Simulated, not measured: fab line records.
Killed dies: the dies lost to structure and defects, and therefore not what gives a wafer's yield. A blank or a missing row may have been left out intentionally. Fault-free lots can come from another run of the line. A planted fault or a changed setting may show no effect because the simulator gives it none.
fab line records	flow n5Finfet
record lots=6	wafers=18	lastDay=18
route steps=1938 shown BEOL_M13@1701 PASSIVATION@1936
lots with no fault: from the same line, run without faults
startH: the number of hours between the record's first day and the start of the first shown wafer of the lot	waitH: hours elapsed since this lot's preceding step	" identical to the entry in the row above	L1.1+2: several wafers, shown together as one row	- no value, or no start was given	* or withheld: withheld	< > ~ a bound
route shown NAME@n: names a module that has steps shown in the file, with the first one's number in the route	usual: average and standard deviation across the fault-free wafers	same: alike in all rows	chamber/n: place in a boat	sites: the reading at each site	_std_site: standard deviation of those values	_edge_site: the outer-site mean with the inner-site mean subtracted	radiusMm: for every site, how far away it sits from the centre of the wafer	mask NAME#n: copy n	behind: the tool/chamber that last shaped the wafer	hold: why the lot went on hold/how many hours it stayed there/how the hold came to an end	device: names the non-switching transistor (n, p or np)	end of line: tests of these same wafers at the route's end	for a step that has no rows: nothing shown but its recipe	killed: dies that structure and defects cost at the first sort, which is not the same as the wafer's yield	map: the dies of a wafer, with x for killed, . for not killed, _ for no die there
set.NAME: the setting as run; set.NAME@STEP: as run at that earlier step	model.NAME: the simulator's own value behind a step, which no gauge read
lots seen at some steps along the route; tables by step, rows by wafer
services: when a tool's chamber went out of use (startH, in hours from the record's first day, below 0 if earlier), for how many hours, and the reason
## steps
# step N5_BEOL_M13_PRECLEAN_39
# recipe chemistry=residueRemover	timeS=60	tempC=40
# step N5_BEOL_M13_SRD_40
# recipe timeS=30	tempC=23	rinseLiquid=diw	dry=n2Spin	spinRpm=1500	dryTimeS=30
# step N5_BEOL_M13_DEGAS_41
# recipe ambient=vacuum	tempC=250	timeS=60
# usual heaterPowerW=329/32
lot.wafer	tool	chamber	startH	waitH	heaterPowerW
L132.4	pvdSputter-01	-	238.63	0.3	348
L132.5	"	-	"	"	347
L132.6	"	-	"	"	276
L135.3	pvdSputter-03	-	252.00	0.3	299
L135.4	"	-	"	"	396
L135.6	"	-	"	"	360
L140.1	pvdSputter-01	-	293.86	0.3	316
L140.2	"	-	"	"	274
L140.4	"	-	"	"	336
L143.2	pvdSputter-02	-	302.12	0.4	363
L143.4	"	-	"	"	337
L143.6	"	-	"	"	341
L148.2	pvdSputter-02	-	330.87	2.6	341
L148.3	"	-	"	"	334
L148.6	"	-	"	"	343
L153.2	pvdSputter-01	-	392.95	0.5	345
L153.3	"	-	"	"	288
L153.4	"	-	"	"	334
# step N5_BEOL_M13_PRE_CLEAN_42
# recipe gas=H2/He	timeS=30	tempC=250
# step N5_BEOL_M13_SPUTTER_43
# recipe material=TaN	targetThkA=150	tempC=50	biasV=168.6	powerW=15000	chamberPressurePa=0.12	timeS=24.19
# usual biasV=168.8/1.6	throttleValvePct=30.9/0.71
lot.wafer	tool	chamber	startH	waitH	biasV	throttleValvePct
L132.4	pvdSputter-01	-	238.71	0.0	167.5	30.3
L132.5	"	-	"	"	167.7	30.6
L132.6	"	-	"	"	169.0	30.7
L135.3	pvdSputter-03	-	252.08	0.0	166.2	29.2
L135.4	"	-	"	"	169.2	30.6
L135.6	"	-	"	"	168.1	31.0
L140.1	pvdSputter-01	-	293.94	0.0	168.6	31.2
L140.2	"	-	"	"	167.3	30.8
L140.4	"	-	"	"	168.7	31.6
L143.2	pvdSputter-02	-	302.20	0.0	169.9	32.0
L143.4	"	-	"	"	169.5	31.4
L143.6	"	-	"	"	166.6	31.2
L148.2	pvdSputter-02	-	330.95	0.0	168.0	31.2
L148.3	"	-	"	"	172.4	31.1
L148.6	"	-	"	"	170.7	31.2
L153.2	pvdSputter-01	-	393.03	0.0	169.6	30.8
L153.3	"	-	"	"	171.1	30.6
L153.4	"	-	"	"	168.3	32.0
# step N5_BEOL_M13_SPUTTER_44
# recipe material=Ta	targetThkA=100	tempC=50	biasV=80	powerW=15000	chamberPressurePa=0.07	timeS=16.13
# usual biasV=80.0/0.76	throttleValvePct=30.9/0.72
lot.wafer	tool	chamber	startH	waitH	biasV	throttleValvePct
L132.4	pvdSputter-01	-	238.79	0.0	79.6	30.4
L132.5	"	-	"	"	79.7	30.3
L132.6	"	-	"	"	80.0	30.7
L135.3	pvdSputter-03	-	252.16	0.0	79.4	29.3
L135.4	"	-	"	"	81.0	30.5
L135.6	"	-	"	"	80.9	31.1
L140.1	pvdSputter-01	-	294.02	0.0	79.1	31.4
L140.2	"	-	"	"	79.2	30.6
L140.4	"	-	"	"	79.5	31.6
L143.2	pvdSputter-02	-	302.28	0.0	79.5	32.3
L143.4	"	-	"	"	78.8	31.3
L143.6	"	-	"	"	80.7	31.1
L148.2	pvdSputter-02	-	331.03	0.0	79.1	31.2
L148.3	"	-	"	"	81.1	31.3
L148.6	"	-	"	"	80.4	31.2
L153.2	pvdSputter-01	-	393.11	0.0	80.1	30.4
L153.3	"	-	"	"	79.2	30.9
L153.4	"	-	"	"	77.9	31.7
# step N5_BEOL_M13_SPUTTER_45
# recipe material=Cu	targetThkA=800	tempC=-20	biasV=60	powerW=26000	chamberPressurePa=0.13	timeS=13.33
# usual biasV=60.0/0.67	throttleValvePct=30.9/0.72
lot.wafer	tool	chamber	startH	waitH	biasV	throttleValvePct
L132.4	pvdSputter-01	-	238.87	0.0	60.3	30.3
L132.5	"	-	"	"	60.3	30.5
L132.6	"	-	"	"	59.3	30.6
L135.3	pvdSputter-03	-	252.24	0.0	59.4	29.4
L135.4	"	-	"	"	58.9	30.5
L135.6	"	-	"	"	60.0	31.2
L140.1	pvdSputter-01	-	294.10	0.0	58.4	31.4
L140.2	"	-	"	"	58.5	30.7
L140.4	"	-	"	"	60.4	31.9
L143.2	pvdSputter-02	-	302.36	0.0	59.8	32.1
L143.4	"	-	"	"	60.2	31.1
L143.6	"	-	"	"	61.3	31.1
L148.2	pvdSputter-02	-	331.11	0.0	60.1	31.1
L148.3	"	-	"	"	60.4	31.5
L148.6	"	-	"	"	60.0	31.1
L153.2	pvdSputter-01	-	393.19	0.0	59.1	30.5
L153.3	"	-	"	"	60.3	30.7
L153.4	"	-	"	"	59.3	32.0
# step N5_BEOL_M13_ECD_47
# recipe material=Cu	targetThkA=9360
# step N5_BEOL_M13_ANNEAL_48
# recipe tempC=225	timeS=90	ambient=N2
# step N5_BEOL_M13_CMP_49
# recipe stopOn=SiOC	tOverpolishS=17.1	downForcePsi=1	platenRpm=50	clearingPlatenDownForcePsi=1.5	clearingPlatenRpm=50	postCmpClean=cuAlkaline	targetThkNm=420	clearingPlatenPadVelocityMS=0.99484	padVelocityMS=0.99484
# usual barrierFieldEndpointS=30.0/0.65	motorCurrentA=6.1/0.48	overpolishRunS=17.099/0.009	padLifeWafers=835/520
lot.wafer	tool	chamber	startH	waitH	barrierFieldEndpointS	motorCurrentA	overpolishRunS	padLifeWafers
L132.4	cmp-01	3	239.48	0.2	30.2	5.6	17.101	1153
L132.5	"	2	"	"	29.4	6.6	17.107	-
L132.6	"	3	"	"	29.5	6.1	17.097	-
L135.3	cmp-04	0	252.89	0.2	30.9	5.5	17.101	151
L135.4	"	2	"	"	30.9	6.1	17.099	153
L135.6	"	0	"	"	31.4	5.7	17.099	-
L140.4	cmp-04	2	294.72	0.1	31.1	6.3	17.124	444
L140.1	"	3	"	"	30.6	6.3	17.109	445
L140.2	"	1	"	"	30.2	6.0	17.088	447
L143.4	cmp-03	0	303.29	0.1	29.8	7.0	17.107	552
L143.2	"	1	"	"	30.3	5.5	17.100	553
L143.6	"	1	"	"	30.2	5.9	17.095	-
L148.2	cmp-03	2	331.77	0.3	30.7	5.5	17.118	746
L148.3	"	3	"	"	30.2	5.3	17.097	747
L148.6	"	1	"	"	30.6	5.9	17.117	-
L153.4	cmp-01	2	393.82	0.1	30.7	6.3	17.105	306
L153.2	"	0	"	"	31.1	6.8	17.101	308
L153.3	"	1	"	"	31.3	6.0	17.102	309
# step N5_BEOL_M13_THK_MEAS_50
# recipe thkMeasGauge=xrf	reads=Cu_of_BEOL_M13_ECD_47
# usual M13_THK=410/6.3
lot.wafer	tool	chamber	startH	waitH	M13_THK[nm]
L132.4	filmMetro-02	-	239.74	-	415
L132.5	"	-	"	"	414
L132.6	"	-	"	"	421
L135.3	filmMetro-01	-	253.15	-	407
L135.4	"	-	"	"	408
L135.6	"	-	"	"	399
L140.1	filmMetro-01	-	295.02	-	420
L140.2	"	-	"	"	412
L140.4	"	-	"	"	418
L143.2	filmMetro-02	-	303.58	-	418
L143.4	"	-	"	"	401
L143.6	"	-	"	"	403
L148.2	filmMetro-02	-	331.99	-	411
L148.3	"	-	"	"	416
L148.6	"	-	"	"	411
L153.2	filmMetro-02	-	394.11	-	415
L153.3	"	-	"	"	418
L153.4	"	-	"	"	416
# step N5_BEOL_M13_PRE_CLEAN_52
# recipe gas=NH3	timeS=15	tempC=withheld	rfPowerW=300
# step N5_BEOL_M13_DEP_53
# recipe material=SiCN	targetThkA=500	tempC=withheld	precursor=3MS/NH3	pressureTorr=3	rfW=675	timeS=17.8
# usual showerheadPlenumPTorr=4.169/0.016	throttleValvePct=18.3/0.85
lot.wafer	tool	chamber	startH	waitH	showerheadPlenumPTorr	throttleValvePct	model.SiCN_of_BEOL_M13_DEP_53.thkNm
L132.4	pecvd-03	1	239.82	0.0	4.177	17.7	50.4
L132.5	"	0	"	"	4.171	20.0	50.4
L132.6	"	2	"	"	4.177	18.1	50.6
L135.3	pecvd-01	1	253.24	0.0	4.165	18.8	51
L135.4	"	2	"	"	4.154	17.2	50.6
L135.6	"	2	"	"	4.151	17.0	50.6
L140.1	pecvd-01	2	295.08	0.0	4.153	17.4	49.8
L140.2	"	1	"	"	4.168	18.7	15.8
L140.4	"	2	"	"	4.148	17.2	50.6
L143.2	pecvd-01	2	303.65	0.0	4.154	17.5	14.8
L143.4	"	2	"	"	4.150	17.3	50
L143.6	"	1	"	"	4.163	18.9	15.2
L148.2	pecvd-03	0	332.06	0.0	4.169	20.1	49
L148.3	"	2	"	"	4.172	18.4	49.4
L148.6	"	1	"	"	4.181	17.9	50.8
L153.2	pecvd-03	0	394.18	0.0	4.170	19.9	50
L153.3	"	2	"	"	4.179	18.3	51.2
L153.4	"	0	"	"	4.172	20.0	51.4
# step N5_BEOL_M13_RS_MEAS_54
# recipe thkMeasGauge=four-point-probe	reads=Cu_of_BEOL_M13_ECD_47+Ta_of_BEOL_M13_SPUTTER_44+TaN_of_BEOL_M13_SPUTTER_43
# usual M13_RS=0.0451/0.00069
lot.wafer	tool	chamber	startH	waitH	M13_RS[ohm/sq]
L132.4	filmMetro-02	-	239.87	0.0	0.0447
L132.5	"	-	"	"	0.0447
L132.6	"	-	"	"	0.0439
L135.3	filmMetro-01	-	253.30	0.1	0.0454
L135.4	"	-	"	"	0.0449
L135.6	"	-	"	"	0.0460
L140.1	filmMetro-01	-	295.14	0.0	0.0448
L140.2	"	-	"	"	0.0457
L140.4	"	-	"	"	0.0449
L143.2	filmMetro-01	-	303.71	0.1	0.0444
L143.4	"	-	"	"	0.0461
L143.6	"	-	"	"	0.0460
L148.2	filmMetro-01	-	332.13	0.1	0.0448
L148.3	"	-	"	"	0.0444
L148.6	"	-	"	"	0.0449
L153.2	filmMetro-01	-	394.28	0.1	0.0448
L153.3	"	-	"	"	0.0444
L153.4	"	-	"	"	0.0447
# step N5_PASSIVATION_PROBE_49
# usual defectLimitedYield=91.4/1.5	killed_at_M0_to_M3=31/11	killed_at_M4_up=13/5.5	killedAtContacts=13/6.3	killedAtFrontEnd=40/13	killedAtOther=3.3/2.6	killedDies=101/18	killedOnRim=13/4	killedOpen=67/13	killedShort=33/7.9	sort_bin_5_function=5.1/1	sort_bin_6_memory=3.2/0.68	sortNPass=1079/18	sortYieldPct=91.4/1.5
# same grossDies=1180	killedAtBackSide=0	sort_bin_4_leakage[%]=0	sort_bin_8_speed[%]=0
lot.wafer	tool	chamber	startH	waitH	defectLimitedYield[%]	killed_at_M0_to_M3	killed_at_M4_up	killedAtContacts	killedAtFrontEnd	killedAtOther	killedDies	killedOnRim	killedOpen	killedShort	sort_bin_5_function[%]	sort_bin_6_memory[%]	sortNPass	sortYieldPct[%]
L140.2	prober-02	-	323.66	0.1	94.1	18	5	18	27	2	70	5	48	22	3.7	2.0	1110	94.1
# killed by level:class
L140.2 MOL_CONTACT_COAG:geometricParticle:open=15 STI_FIN_REVEAL:geometricParticle:open=8 FIN_SAQP:geometricParticle:short=7 BEOL_M2:geometricParticle:open=5 FIN_SAQP:geometricParticle:open=3 BEOL_M0_SAQP:geometricParticle:open=3 MOL_CONTACT_COAG:geometricParticle:short=3 BEOL_M1:geometricParticle:short=3
## services
tool	chamber	startH	hours	kind
pecvd-01	2	220.00	-	clean
cmp-04	-	229.25	4.0	pm
cmp-03	-	234.58	4.0	pm
cmp-01	-	240.50	0.6	repair
pecvd-01	0	249.50	5.5	scheduledDown
pecvd-03	-	254.41	2.8	pm
cmp-03	-	263.00	0.4	repair
cmp-04	-	265.45	1.7	repair
cmp-01	-	279.26	2.2	repair
pecvd-01	-	296.54	5.5	pm
pecvd-03	1	304.93	5.0	scheduledDown
cmp-03	-	323.45	5.2	pm
cmp-01	-	325.82	5.9	pm
pecvd-01	1	337.81	2.1	scheduledDown
pecvd-01	0	346.79	4.9	repair
pvdSputter-02	-	347.06	1.0	repair
cmp-01	-	360.09	0.7	repair
cmp-01	-	361.95	4.0	pm
cmp-04	-	362.63	4.3	pm
pecvd-01	-	376.08	1.3	repair
pecvd-03	1	383.62	-	clean
pecvd-03	1	383.62	-	consumableReplace:showerhead
pecvd-03	1	383.62	29.0	scheduledDown
cmp-04	-	384.37	4.7	pm
## key
firstSign none at tools or gauges
modelEffect step=N5_BEOL_M13_DEP_53	value=SiCN_of_BEOL_M13_DEP_53.thkNm	without=49.93	struck=15.27
metAt N5_BEOL_M13_DEP_53
struckWafers L140.2,L143.2,L143.6
onsetBetween 253.24 295.08
fault kind=processParameterDrift	tool=pecvd-01	chamber=-	onsetH=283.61	steps=N5_BEOL_M13_DEP_53	channel=timeS	offset=*	shape=step	endH=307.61	scope=struckWafersOnly	actsIn=*	stated=*
